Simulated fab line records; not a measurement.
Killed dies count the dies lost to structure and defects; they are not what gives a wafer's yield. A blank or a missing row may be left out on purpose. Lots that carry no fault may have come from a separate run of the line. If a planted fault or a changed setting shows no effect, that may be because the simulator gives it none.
fab line records	flow nand-harc
[record] lots = 6	wafers = 18	last-day = 33
route steps=1302 shown A_CHANNEL_HOLE_D2@584 A_CHANNEL_FILL_D2@610 END@1302
lots untouched by any fault: they come from a run of this same line in which no faults occurred
start-h: hours from the record's opening day to when the first of the lot's shown wafers began	wait-h: hours since the lot's step before	" same as the row above	L1.1+2: a single row standing in for several wafers	- no value present, or no start provided	* or withheld: withheld	< > ~ a bound
route shown NAME@n: NAME is a module with steps in the file, n the number in the route of the first one	usual: mean/standard deviation taken from wafers without a fault	same: alike in all rows	chamber/n: place in a boat	sites: each site's reading	_std_site: their standard deviation	_edge_site: mean of outer sites minus mean of inner sites	radius-mm: how far each site lies from the wafer's centre	mask NAME#n: copy n	behind: tool/chamber where the wafer was last shaped	hold: why the lot was held/for how many hours/how that ended	device: the transistor (n, p or np) that didn't switch	end of line: tests of these same wafers at the route's end	a step given without rows: its recipe and nothing more	killed: count of dies lost to structure and defects at first sort (not the wafer's yield)	map: the dies of a wafer, with x for killed, . for not killed, _ for no die there
set.NAME: setting as actually run; set.NAME@STEP: the setting as run at that earlier step	model.NAME: the simulator's own value behind a step, which no gauge read
certain route steps with their lots: each step a table, each wafer a row
services: a tool's chamber out of use, with start hour (start-h, from the record's first day; less than 0 if before it), hours out, and reason
[[steps]]
[step NHARC_A_CHANNEL_HOLE_D2_INSPECT_12]
[usual] raw-defect-count = 28/23
lot.wafer	tool	chamber	start-h	wait-h	raw-defect-count
L979.1	defect-inspect-01	-	314.22	0.0	61
L979.2	"	-	"	"	48
L979.5	"	-	"	"	60
L981.3	defect-inspect-01	-	315.82	0.0	12
L981.4	"	-	"	"	6
L981.6	"	-	"	"	7
L987.1	defect-inspect-02	-	388.10	0.0	68
L987.3	"	-	"	"	59
L987.6	"	-	"	"	48
L988.2	defect-inspect-02	-	406.28	0.0	15
L988.5	"	-	"	"	12
L988.6	"	-	"	"	17
L995.1	defect-inspect-02	-	462.15	0.0	63
L995.3	"	-	"	"	68
L995.4	"	-	"	"	61
L101.2	defect-inspect-01	-	522.55	0.0	21
L101.3	"	-	"	"	30
L101.4	"	-	"	"	21
[step NHARC_A_CHANNEL_HOLE_D2_DESCUM_15]
[recipe] time-s = 3	o2-flow-sccm = 200	ar-flow-sccm = 0	bias-power-w = 0	chemistry = O2
[step NHARC_A_CHANNEL_HOLE_D2_ETCH_38]
[recipe] target-depth-a = 390	over-etch-frac = 0.3	time-s = 65	ion-energy-ev = 80	cf4-flow-sccm = 150	ar-flow-sccm = 0	rf-w = 300	bias-w = 100	chemistry = CF4
[step NHARC_A_CHANNEL_HOLE_D2_ETCH_39]
[recipe] target-depth-a = 2600	over-etch-frac = 0.3	time-s = 325	ion-energy-ev = 200	n2-flow-sccm = 150	h2-flow-sccm = 150	ar-flow-sccm = 0	rf-w = 400	bias-w = 150	chemistry = N2/H2
[step NHARC_A_CHANNEL_HOLE_D2_ETCH_34]
[recipe] target-depth-a = 1540	time-s = 77	cf4-flow-sccm = 100	chf3-flow-sccm = 30	ar-flow-sccm = 0	rf-w = 500	bias-w = 200	chemistry = CF4/CHF3
[step NHARC_A_CHANNEL_HOLE_D2_ETCH_16]
[recipe] target-depth-a = 31000	over-etch-frac = 0.3	time-s = 806	ion-energy-ev = 150	o2-flow-sccm = 400	cos-flow-sccm = 20	ar-flow-sccm = 0	rf-w = 500	bias-w = 300	chemistry = O2/COS
[usual] drypump-motor-current-A = 5.7/0.38	oes-product-au = 1.000/0.0078	rf-vpp-V = 314.0/2	showerhead-plenum-p-Torr = 3.11/0.12	throttle-valve-pct = 28.330/0.0084
[same] over-etch-frac = 0.3
lot.wafer	tool	chamber	start-h	wait-h	drypump-motor-current-A	oes-product-au	rf-hours-counter-h	rf-vpp-V	showerhead-plenum-p-Torr	throttle-valve-pct
L979.1	rie-diel-10	2	-	-	5.6	0.991	3.0	312.0	2.97	28.316
L979.2	"	0	"	"	6.2	1.000	3.4	315.8	3.29	28.321
L979.5	"	1	"	"	5.4	0.981	-	314.6	3.22	28.320
L981.3	rie-diel-10	0	-	-	6.2	0.985	3.8	316.9	3.29	28.327
L981.4	"	3	"	"	5.9	1.004	3.4	315.3	3.20	28.319
L981.6	"	0	"	"	6.2	1.000	-	318.0	3.29	28.318
L987.1	rie-diel-10	3	-	-	5.9	1.006	6.7	316.1	3.20	28.342
L987.3	"	0	"	"	6.2	1.005	-	315.9	3.29	28.330
L987.6	"	3	"	"	5.9	1.001	-	316.6	3.20	28.325
L988.2	rie-diel-13	2	-	-	6.2	1.003	3.3	312.8	2.99	28.325
L988.5	"	1	"	"	4.9	1.000	-	313.8	3.00	28.334
L988.6	"	2	"	"	6.2	1.010	-	312.2	2.99	28.322
L995.3	rie-diel-13	0	-	-	5.8	1.001	7.2	313.6	3.03	28.328
L995.1	"	1	"	"	4.9	0.992	5.1	312.6	2.99	28.317
L995.4	"	1	"	"	4.9	0.993	-	312.0	2.99	28.323
L101.2	rie-diel-02	3	-	-	5.8	1.004	8.5	316.1	3.19	28.339
L101.3	"	2	"	"	5.2	0.984	7.7	311.9	2.93	28.348
L101.4	"	3	"	"	5.8	1.004	-	314.6	3.19	28.335
[step NHARC_A_CHANNEL_HOLE_D2_CD_MEAS_18]
[usual] cd-nm = 100.2/1.6
lot.wafer	tool	chamber	start-h	wait-h	cd-nm
L979.1	cd-sem-01	-	315.38	-	101.0
L979.2	"	-	"	"	99.9
L979.5	"	-	"	"	101.9
L981.3	cd-sem-03	-	316.99	-	100.7
L981.4	"	-	"	"	100.2
L981.6	"	-	"	"	101.4
L987.1	cd-sem-02	-	389.70	-	101.7
L987.3	"	-	"	"	99.2
L987.6	"	-	"	"	101.5
L988.2	cd-sem-01	-	407.44	-	101.1
L988.5	"	-	"	"	101.3
L988.6	"	-	"	"	101.0
L995.1	cd-sem-03	-	463.53	-	98.4
L995.3	"	-	"	"	99.7
L995.4	"	-	"	"	100.7
L101.2	cd-sem-03	-	523.94	-	98.1
L101.3	"	-	"	"	96.6
L101.4	"	-	"	"	97.7
[step NHARC_A_CHANNEL_HOLE_D2_ETCH_19]
[recipe] bias-v = 1200	source-w = 2500	pressure-mtorr = 15	time-s = 34.5	ar-flow-sccm = 375	c4f8-flow-sccm = 28.8	o2-flow-sccm = 96.2	temp-c = -20	target-depth-a = *	chemistry = C4F8/O2/Ar
[step NHARC_A_CHANNEL_HOLE_D2_ETCH_20]
[recipe] bias-v = 3000	source-w = withheld	pressure-mtorr = 20	time-s = 361.9	ar-flow-sccm = 375	c4f8-flow-sccm = 89.3	o2-flow-sccm = 35.7	temp-c = -20	target-depth-a = 16000	chemistry = C4F8/O2/Ar
[step NHARC_A_CHANNEL_HOLE_D2_ETCH_21]
[recipe] bias-v = 3000	source-w = withheld	pressure-mtorr = 20	time-s = 514.3	ar-flow-sccm = 375	c4f8-flow-sccm = 89.3	o2-flow-sccm = 35.7	temp-c = -20	target-depth-a = 16000	chemistry = C4F8/O2/Ar
[step NHARC_A_CHANNEL_HOLE_D2_ETCH_22]
[recipe] bias-v = 3000	source-w = withheld	pressure-mtorr = 20	time-s = 666.7	ar-flow-sccm = 375	c4f8-flow-sccm = 89.3	o2-flow-sccm = 35.7	temp-c = -20	target-depth-a = 16000	chemistry = C4F8/O2/Ar
[usual] drypump-motor-current-A = 5.7/0.55	oes-air-line-au = 0.999/0.018	showerhead-plenum-p-Torr = 3.64/0.043	throttle-valve-pct = 32.154/0.008
lot.wafer	tool	chamber	start-h	wait-h	drypump-motor-current-A	oes-air-line-au	rf-hours-counter-h	showerhead-plenum-p-Torr	throttle-valve-pct
L979.1	har-etch-02	0	316.32	0.4	6.3	1.033	364	3.73	32.171
L979.2	"	1	"	"	5.1	1.001	364	3.66	32.145
L979.5	"	0	"	"	6.3	1.021	-	3.73	32.158
L981.4	har-etch-01	0	318.11	0.4	6.1	0.966	-	3.63	32.154
L981.3	"	1	"	"	5.1	1.000	-	3.65	32.173
L981.6	"	1	"	"	5.2	0.990	-	3.65	32.151
L987.1	har-etch-01	1	394.18	0.4	5.1	0.980	195	3.63	32.163
L987.3	"	0	"	"	6.1	1.023	-	3.61	32.147
L987.6	"	1	"	"	5.1	1.012	-	3.63	32.154
L988.2	har-etch-01	0	408.47	0.4	6.1	0.973	207	3.60	32.160
L988.5	"	1	"	"	5.1	1.010	-	3.62	32.156
L988.6	"	0	"	"	6.1	0.981	-	3.60	32.150
L995.1	har-etch-02	1	464.47	0.4	5.1	0.963	43	3.62	32.143
L995.4	"	1	"	"	5.1	0.979	-	3.62	32.167
L995.3	"	0	"	"	6.3	1.035	-	3.68	32.156
L101.2	har-etch-02	1	524.88	0.4	5.1	1.029	81	3.60	32.145
L101.4	"	1	"	"	5.1	1.001	-	3.60	32.150
L101.3	"	0	"	"	6.3	0.965	-	3.66	32.151
[step NHARC_A_CHANNEL_HOLE_D2_ETCH_23]
[recipe] bias-v = 5000	source-w = withheld	pressure-mtorr = 20	time-s = 819	ar-flow-sccm = 375	c4f8-flow-sccm = 89.3	o2-flow-sccm = 35.7	temp-c = -20	target-depth-a = 16000	chemistry = C4F8/O2/Ar
[step NHARC_A_CHANNEL_HOLE_D2_ETCH_24]
[recipe] bias-v = 5000	source-w = withheld	pressure-mtorr = 20	time-s = 906.2	ar-flow-sccm = 375	c4f8-flow-sccm = 93.8	o2-flow-sccm = 31.2	temp-c = -20	target-depth-a = 15000	chemistry = C4F8/O2/Ar
[usual] drypump-motor-current-A = 5.7/0.55	oes-air-line-au = 1.004/0.02	showerhead-plenum-p-Torr = 3.63/0.043	throttle-valve-pct = 32.235/0.0098
lot.wafer	tool	chamber	start-h	wait-h	drypump-motor-current-A	oes-air-line-au	rf-hours-counter-h	showerhead-plenum-p-Torr	throttle-valve-pct
L979.1	har-etch-02	0	317.57	0.6	6.3	1.004	365	3.72	32.226
L979.2	"	1	"	"	5.1	0.992	365	3.66	32.243
L979.5	"	0	"	"	6.3	1.003	-	3.72	32.237
L981.4	har-etch-01	0	319.44	0.6	6.1	1.031	-	3.62	32.251
L981.3	"	1	"	"	5.1	0.966	-	3.65	32.239
L981.6	"	1	"	"	5.1	1.001	-	3.65	32.245
L987.1	har-etch-01	1	395.43	0.6	5.2	1.043	197	3.62	32.241
L987.3	"	0	"	"	6.1	1.009	-	3.60	32.244
L987.6	"	1	"	"	5.2	1.026	-	3.62	32.241
L988.2	har-etch-01	0	409.76	0.6	6.2	1.022	208	3.60	32.232
L988.5	"	1	"	"	5.1	0.995	-	3.62	32.226
L988.6	"	0	"	"	6.2	1.041	-	3.60	32.221
L995.1	har-etch-02	1	465.73	0.6	5.1	1.000	44	3.61	32.221
L995.4	"	1	"	"	5.1	0.992	-	3.61	32.238
L995.3	"	0	"	"	6.4	1.027	-	3.68	32.241
L101.2	har-etch-02	1	526.14	0.6	5.1	1.023	82	3.59	32.232
L101.4	"	1	"	"	5.1	1.031	-	3.59	32.239
L101.3	"	0	"	"	6.3	0.972	-	3.66	32.229
[step NHARC_A_CHANNEL_HOLE_D2_ETCH_25]
[recipe] bias-v = 5000	source-w = withheld	pressure-mtorr = 20	time-s = 1040.2	ar-flow-sccm = 375	c4f8-flow-sccm = 93.8	o2-flow-sccm = 31.2	temp-c = -20	target-depth-a = 15000	chemistry = C4F8/O2/Ar
[step NHARC_A_CHANNEL_HOLE_D2_ETCH_26]
[recipe] bias-v = 300	source-w = 2000	pressure-mtorr = 30	time-s = 224.1	ar-flow-sccm = 375	c4f8-flow-sccm = 11.4	o2-flow-sccm = 113.6	temp-c = -20	target-depth-a = 3000	chemistry = C4F8/O2/Ar
[step NHARC_A_CHANNEL_HOLE_D2_ETCH_27]
[recipe] bias-v = 400	source-w = 2000	pressure-mtorr = 25	time-s = 90	ar-flow-sccm = 375	c4f8-flow-sccm = 41.7	o2-flow-sccm = 83.3	temp-c = -20	target-depth-a = 4000	chemistry = C4F8/O2/Ar
[usual] drypump-motor-current-A = 5.7/0.55	oes-air-line-au = 1.001/0.019	showerhead-plenum-p-Torr = 3.68/0.044	throttle-valve-pct = 27.620/0.0094
lot.wafer	tool	chamber	start-h	wait-h	drypump-motor-current-A	oes-air-line-au	rf-hours-counter-h	showerhead-plenum-p-Torr	throttle-valve-pct
L979.1	har-etch-02	0	319.42	0.2	6.3	1.014	367	3.77	27.629
L979.2	"	1	"	"	5.1	1.004	367	3.70	27.627
L979.5	"	0	"	"	6.3	0.984	-	3.77	27.614
L981.4	har-etch-01	0	321.11	0.2	6.1	1.013	-	3.67	27.620
L981.3	"	1	"	"	5.2	1.019	-	3.69	27.610
L981.6	"	1	"	"	5.1	1.035	-	3.69	27.628
L987.1	har-etch-01	1	397.29	0.2	5.2	0.985	198	3.67	27.589
L987.3	"	0	"	"	6.2	0.965	-	3.64	27.622
L987.6	"	1	"	"	5.1	0.978	-	3.67	27.636
L988.2	har-etch-01	0	411.52	0.2	6.1	0.970	210	3.64	27.624
L988.5	"	1	"	"	5.1	1.010	-	3.66	27.620
L988.6	"	0	"	"	6.1	1.028	-	3.64	27.619
L995.1	har-etch-02	1	467.58	0.2	5.1	0.953	46	3.65	27.627
L995.4	"	1	"	"	5.1	0.992	-	3.65	27.631
L995.3	"	0	"	"	6.3	1.039	-	3.72	27.612
L101.2	har-etch-02	1	527.97	0.2	5.1	1.001	84	3.63	27.614
L101.4	"	1	"	"	5.1	1.012	-	3.63	27.626
L101.3	"	0	"	"	6.3	0.992	-	3.70	27.615
[step NHARC_A_CHANNEL_HOLE_D2_STRIP_41]
[recipe] n2-flow-sccm = 150	h2-flow-sccm = 150	ar-flow-sccm = 0	bias-w = 0	chemistry = N2/H2
[step NHARC_A_CHANNEL_HOLE_D2_STRIP_42]
[recipe] cf4-flow-sccm = 100	chf3-flow-sccm = 30	ar-flow-sccm = 0	bias-w = 0	chemistry = CF4/CHF3
[step NHARC_A_CHANNEL_HOLE_D2_STRIP_43]
[recipe] o2-flow-sccm = 400	cos-flow-sccm = 20	ar-flow-sccm = 0	bias-w = 0	chemistry = O2/COS
[step NHARC_A_CHANNEL_HOLE_D2_ETCH_44]
[recipe] target-depth-a = 1400	overetch-a = 140	time-s = 77	ion-energy-ev = 100	cf4-flow-sccm = 80	o2-flow-sccm = 20	ar-flow-sccm = 0	rf-w = 300	bias-w = 100	chemistry = CF4/O2
[usual] drypump-motor-current-A = 5.7/0.36	oes_ar_750_au = 1.000/0.0045	oes-product-au = 0.997/0.0083	rf-vpp-V = 197.7/1.6	showerhead-plenum-p-Torr = 1.33/0.058	throttle-valve-pct = 13.397/0.0094
lot.wafer	tool	chamber	start-h	wait-h	drypump-motor-current-A	oes_ar_750_au	oes-product-au	rf-hours-counter-h	rf-vpp-V	showerhead-plenum-p-Torr	throttle-valve-pct
L979.1	rie-diel-10	0	320.17	0.1	6.2	0.993	0.992	4.2	199.0	1.41	13.404
L979.2	"	1	"	"	5.4	0.996	0.987	4.4	197.8	1.38	13.389
L979.5	"	0	"	"	6.2	1.005	0.994	-	199.1	1.41	13.389
L981.4	rie-diel-02	0	321.80	0.1	5.6	1.002	1.011	4.7	199.1	1.38	13.418
L981.3	"	1	"	"	5.9	1.002	0.998	4.6	194.4	1.25	13.385
L981.6	"	3	"	"	5.8	0.998	0.994	-	199.7	1.37	13.401
L987.3	rie-diel-10	0	398.03	0.0	6.2	1.000	0.999	7.6	198.3	1.41	13.390
L987.1	"	3	"	"	5.9	0.993	0.997	7.3	198.3	1.37	13.403
L987.6	"	1	"	"	5.4	1.002	0.978	-	198.3	1.38	13.403
L988.2	rie-diel-13	2	412.27	0.1	6.2	1.005	0.995	3.7	197.0	1.28	13.384
L988.6	"	3	"	"	6.2	1.005	0.995	-	195.7	1.34	13.408
L988.5	"	0	"	"	5.8	1.003	1.000	-	194.4	1.29	13.407
L995.3	rie-diel-10	3	468.33	0.1	5.9	1.005	1.006	2.1	198.1	1.37	13.420
L995.1	"	0	"	"	6.2	0.996	0.998	2.5	198.5	1.41	13.409
L995.4	"	1	"	"	5.4	1.002	0.981	2.6	198.3	1.38	13.406
L101.3	rie-diel-13	1	528.72	0.1	4.9	1.006	0.996	0.0	197.3	1.28	13.388
L101.2	"	2	"	"	6.2	0.993	1.009	0.0	196.8	1.27	13.387
L101.4	"	3	"	"	6.2	1.005	1.006	0.0	197.8	1.34	13.403
[step NHARC_A_CHANNEL_HOLE_D2_STRIP_28]
[recipe] o2-flow-sccm = 500	ar-flow-sccm = 0	bias-w = 0	chemistry = O2
[step NHARC_A_CHANNEL_HOLE_D2_PRECLEAN_29]
[recipe] time-s = *	temp-c = 50	bath-age-min = 0	chemistry = SC1
[step NHARC_A_CHANNEL_HOLE_D2_SRD_30]
[step NHARC_A_CHANNEL_HOLE_D2_CD_MEAS_31]
[usual] cd-nm = 90.2/0.98
lot.wafer	tool	chamber	start-h	wait-h	cd-nm
L979.1	cd-sem-01	-	320.96	-	89.8
L979.2	"	-	"	"	91.1
L979.5	"	-	"	"	89.9
L981.3	cd-sem-03	-	322.59	-	90.5
L981.4	"	-	"	"	91.8
L981.6	"	-	"	"	91.7
L987.1	cd-sem-02	-	398.87	0.1	90.0
L987.3	"	-	"	"	90.1
L987.6	"	-	"	"	90.7
L988.2	cd-sem-03	-	413.04	-	90.0
L988.5	"	-	"	"	88.7
L988.6	"	-	"	"	89.6
L995.1	cd-sem-03	-	469.12	-	89.9
L995.3	"	-	"	"	90.4
L995.4	"	-	"	"	89.6
L101.2	cd-sem-03	-	529.51	-	90.4
L101.3	"	-	"	"	88.9
L101.4	"	-	"	"	90.3
[step NHARC_A_CHANNEL_HOLE_D2_XSEM_32]
[recipe] landing-energy-ev = 35000
[usual] bot-cd-nm = 74.8/0.93	bow-nm = 8.60/0.25	tilt-deg = 0.07/0.045
lot.wafer	tool	chamber	start-h	wait-h	bot-cd-nm	bow-nm	tilt-deg
L979.1	xsem-01	0	321.04	0.1	74.1	8.36	0.06
L979.2	"	0	"	"	75.9	8.34	0.06
L979.5	"	0	"	"	74.4	8.38	0.07
L981.3	xsem-02	0	322.69	0.1	74.2	8.82	0.13
L981.4	"	0	"	"	76.0	8.75	0.13
L981.6	"	0	"	"	75.6	8.80	0.13
L987.1	xsem-01	0	398.95	0.1	74.6	8.95	0.08
L987.3	"	0	"	"	74.7	9.07	0.08
L987.6	"	0	"	"	75.8	8.96	0.08
L988.2	xsem-01	0	413.13	0.1	75.6	8.67	0.09
L988.5	"	0	"	"	75.0	8.68	0.09
L988.6	"	0	"	"	75.3	8.72	0.09
L995.1	xsem-02	0	469.21	0.1	74.9	8.29	0.18
L995.3	"	0	"	"	74.3	8.27	0.18
L995.4	"	0	"	"	74.1	8.19	0.18
L101.2	xsem-01	0	529.60	0.1	74.6	8.34	0.07
L101.3	"	0	"	"	73.7	8.37	0.07
L101.4	"	0	"	"	75.0	8.39	0.07
[step NHARC_A_CHANNEL_HOLE_D2_INSPECT_40]
[usual] raw-defect-count = 249/70
lot.wafer	tool	chamber	start-h	wait-h	raw-defect-count
L979.1	defect-inspect-01	-	321.14	-	279
L979.2	"	-	"	"	371
L979.5	"	-	"	"	289
L981.3	defect-inspect-01	-	322.78	-	273
L981.4	"	-	"	"	210
L981.6	"	-	"	"	256
L987.1	defect-inspect-02	-	399.05	-	235
L987.3	"	-	"	"	919
L987.6	"	-	"	"	190
L988.2	defect-inspect-02	-	413.23	-	791
L988.5	"	-	"	"	280
L988.6	"	-	"	"	742
L995.1	defect-inspect-02	-	469.31	-	385
L995.3	"	-	"	"	348
L995.4	"	-	"	"	277
L101.2	defect-inspect-02	-	529.69	-	361
L101.3	"	-	"	"	385
L101.4	"	-	"	"	243
[step NHARC_A_CHANNEL_FILL_D2_PRECLEAN_00]
[recipe] time-s = *	temp-c = 50	bath-age-min = 0	chemistry = SC1
[step NHARC_END_SORT_01]
[recipe] temp-c = 25
[usual] killed-at-array = 50/17	killed-at-other = 0.7/1	killed-at-periphery = 3.4/2.4	killed-dies = 54/17	killed-open = 3.3/1.7	killed-short = 2.5/1.6
[same] gross-dies = 677
lot.wafer	tool	chamber	start-h	wait-h	killed-at-array	killed-at-other	killed-at-periphery	killed-dies	killed-open	killed-short
L987.3	prober-02	0	665.67	3.1	102	0	1	103	3	2
L988.2	prober-01	0	674.18	2.8	86	0	0	86	3	2
L988.6	prober-01	0	677.38	4.0	86	0	2	88	5	1
// killed by level:class
L987.3 A_CHANNEL_HOLE_D2:unspecified=72 A_CHANNEL_HOLE_D1:chamber-film-flake=17 A_SLIT:chamber-film-flake=3 A_CONTACT:chamber-film-flake=3 A_WL_FILL:geometric-particle:short=2 A_BONDPAD:chamber-film-flake=2 P_STI:geometric-particle:open=1 A_ONON_D2:geometric-particle:open=1
L988.2 A_CHANNEL_HOLE_D2:unspecified=67 A_CHANNEL_HOLE_D1:chamber-film-flake=4 A_CONTACT:chamber-film-flake=4 A_STAIRCASE:chamber-film-flake=2 A_ONON_D1:geometric-particle:open=1 A_CHANNEL_FILL_D1:geometric-particle:short=1 A_CHANNEL_FILL_D2:geometric-particle:short=1 A_CHANNEL_FILL_D2:geometric-particle:open=1
L988.6 A_CHANNEL_HOLE_D2:unspecified=69 A_CHANNEL_HOLE_D1:chamber-film-flake=5 A_CHANNEL_FILL_D1:chamber-film-flake=2 A_CONTACT:chamber-film-flake=2 P_CONTACT:geometric-particle:open=1 A_CHANNEL_FILL_D1:geometric-particle:open=1 A_DECK1_JOINT:geometric-particle:open=1 A_CHANNEL_HOLE_D2:geometric-particle:open=1
[[services]]
tool	chamber	start-h	hours	kind
rie-diel-13	3	292.77	2.9	repair
rie-diel-13	2	295.12	15.4	repair
rie-diel-13	0	295.13	13.1	repair
rie-diel-13	1	314.96	4.5	repair
rie-diel-10	0	325.27	2.8	repair
rie-diel-13	-	342.00	9.0	pm
rie-diel-02	3	344.89	11.9	repair
rie-diel-13	1	353.67	34.9	repair
xsem-01	-	374.00	14.0	pm
har-etch-02	-	377.14	17.0	pm
har-etch-02	0	377.14	17.0	vent-cycle
har-etch-02	1	377.14	17.0	vent-cycle
rie-diel-02	1	379.89	5.8	repair
rie-diel-10	2	387.32	2.7	repair
rie-diel-02	-	393.70	9.0	pm
har-etch-02	0	394.14	-	clean
har-etch-02	0	394.14	-	consumable-replace:focus-ring
har-etch-02	1	394.14	-	clean
har-etch-02	1	394.14	-	consumable-replace:focus-ring
rie-diel-10	-	419.50	9.0	pm
rie-diel-13	2	450.59	25.9	repair
rie-diel-02	3	513.95	4.3	repair
rie-diel-02	1	517.87	12.6	repair
rie-diel-13	-	519.00	9.0	pm
[[key]]
[first-sign] step = NHARC_A_CHANNEL_HOLE_D2_INSPECT_40	reading = raw-defect-count	direction = up	sigmas = 8.1	usual = 249	struck = 817
[effect] step = NHARC_END_SORT_01	reading = killed-at-array	direction = up	sigmas = 2.4	usual = 50	struck = 91
[more-kills-born-at] NHARC_A_CHANNEL_HOLE_D2_ETCH_24@har-etch-01 = 161
met-at NHARC_A_CHANNEL_HOLE_D2_ETCH_24
struck-wafers L987.3,L988.2,L988.6
tester-left-out L987,L988
onset-between 319.44 395.43
[fault] kind = chamber-particle-source	tool = har-etch-01	chamber = 0	onset-h = 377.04	steps = NHARC_A_CHANNEL_HOLE_D2_ETCH_24	rate-per-visit-cm2 = 0.88026	end-h = 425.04
// tester-left-out: of these lots the tester's yield and bins aren't shown, on N5 and GAA mostly nor the transistor test; their killed dies are dies lost to structure and defects alone, not to doping, threshold or leakage, so they don't give the yield
